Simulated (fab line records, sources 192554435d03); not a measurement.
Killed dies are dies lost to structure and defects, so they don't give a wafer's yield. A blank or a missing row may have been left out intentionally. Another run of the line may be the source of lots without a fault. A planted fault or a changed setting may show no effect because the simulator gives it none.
Matching of chambers :: flow n5Finfet :: N5_SDB_ETCH_17 on rieDiel-04: 4 sister chambers
The step etches SiARC in CF4, target depth 23.4 nm, time 39 s. 14 wafers are shown with their chamber, then 7 later ones without.

## WAFERS, EACH WITH ITS CHAMBER
wafer: L081.1
chamber: 0
showerheadPlenumPTorr (Torr): 2.07
drypumpMotorCurrentA (A): 5.9
throttleValvePct (%): 15.47

wafer: L081.3
chamber: 3
showerheadPlenumPTorr (Torr): 2.12
drypumpMotorCurrentA (A): 6.0
throttleValvePct (%): 15.29

wafer: L081.6
chamber: 1
showerheadPlenumPTorr (Torr): 2.18
drypumpMotorCurrentA (A): 5.4
throttleValvePct (%): 15.55

wafer: L082.1
chamber: 0
showerheadPlenumPTorr (Torr): 2.07
drypumpMotorCurrentA (A): 6.0
throttleValvePct (%): 15.47

wafer: L082.3
chamber: 1
showerheadPlenumPTorr (Torr): 2.18
drypumpMotorCurrentA (A): 5.4
throttleValvePct (%): 15.55

wafer: L082.4
chamber: 0
showerheadPlenumPTorr (Torr): 2.07
drypumpMotorCurrentA (A): 5.9
throttleValvePct (%): 15.47

wafer: L083.1
chamber: 1
showerheadPlenumPTorr (Torr): 2.18
drypumpMotorCurrentA (A): 5.4
throttleValvePct (%): 15.55

wafer: L083.4
chamber: 0
showerheadPlenumPTorr (Torr): 2.07
drypumpMotorCurrentA (A): 5.9
throttleValvePct (%): 15.46

wafer: L083.5
chamber: 1
showerheadPlenumPTorr (Torr): 2.18
drypumpMotorCurrentA (A): 5.4
throttleValvePct (%): 15.56

wafer: L084.2
chamber: 3
showerheadPlenumPTorr (Torr): 2.11
drypumpMotorCurrentA (A): 6.0
throttleValvePct (%): 15.31

wafer: L084.3
chamber: 2
showerheadPlenumPTorr (Torr): 2.10
drypumpMotorCurrentA (A): 5.4
throttleValvePct (%): 15.24

wafer: L084.6
chamber: 2
showerheadPlenumPTorr (Torr): 2.10
drypumpMotorCurrentA (A): 5.4
throttleValvePct (%): 15.26

wafer: L086.2
chamber: 1
showerheadPlenumPTorr (Torr): 2.18
drypumpMotorCurrentA (A): 5.4
throttleValvePct (%): 15.58

wafer: L086.3
chamber: 2
showerheadPlenumPTorr (Torr): 2.10
drypumpMotorCurrentA (A): 5.4
throttleValvePct (%): 15.25

SIGNATURES (averages over the wafers above)
reading: showerheadPlenumPTorr
chamber 0: 2.0700
chamber 1: 2.1800
chamber 2: 2.1000
chamber 3: 2.1150
scatter within a chamber: 0.00224

reading: drypumpMotorCurrentA
chamber 0: 5.925
chamber 1: 5.400
chamber 2: 5.400
chamber 3: 6.000
scatter within a chamber: 0.0274

reading: throttleValvePct
chamber 0: 15.4675
chamber 1: 15.5580
chamber 2: 15.2500
chamber 3: 15.3000
scatter within a chamber: 0.0107
Rule: a wafer lies at a distance from a chamber equal to the root of the sum of squares, over the readings, of (its reading less the chamber's mean, divided by the reading's scatter). If the next closest chamber is less than 2 further off than the closest, the wafer can't be placed; otherwise it belongs to the closest. How the scatter is found: for the shown wafers, subtract from each reading the mean of its chamber, square and add these, divide the total by (wafers less chambers), then take the root.

## WAFERS MISSING THEIR CHAMBER
wafer: L086.6
showerheadPlenumPTorr (Torr): 2.18
drypumpMotorCurrentA (A): 5.4
throttleValvePct (%): 15.56

wafer: L088.1
showerheadPlenumPTorr (Torr): 2.06
drypumpMotorCurrentA (A): 5.9
throttleValvePct (%): 15.50

wafer: L088.5
showerheadPlenumPTorr (Torr): 2.06
drypumpMotorCurrentA (A): 5.9
throttleValvePct (%): 15.50

wafer: L088.6
showerheadPlenumPTorr (Torr): 2.11
drypumpMotorCurrentA (A): 6.0
throttleValvePct (%): 15.29

wafer: L096.4
showerheadPlenumPTorr (Torr): 2.06
drypumpMotorCurrentA (A): 5.9
throttleValvePct (%): 15.55

wafer: L096.5
showerheadPlenumPTorr (Torr): 2.09
drypumpMotorCurrentA (A): 5.4
throttleValvePct (%): 15.30

wafer: L096.6
showerheadPlenumPTorr (Torr): 2.17
drypumpMotorCurrentA (A): 5.5
throttleValvePct (%): 15.62

## EACH ONE'S CHAMBER
wafer: L086.6
from the rows above: 1
in truth: 1

wafer: L088.1
from the rows above: 0
in truth: 0

wafer: L088.5
from the rows above: 0
in truth: 0

wafer: L088.6
from the rows above: 3
in truth: 3

wafer: L096.4
from the rows above: 0
in truth: 0

wafer: L096.5
from the rows above: 2
in truth: 2

wafer: L096.6
from the rows above: 1
in truth: 1
7 of 7 placed correctly. Number that these rows cannot place: 0. 0 placed wrongly.
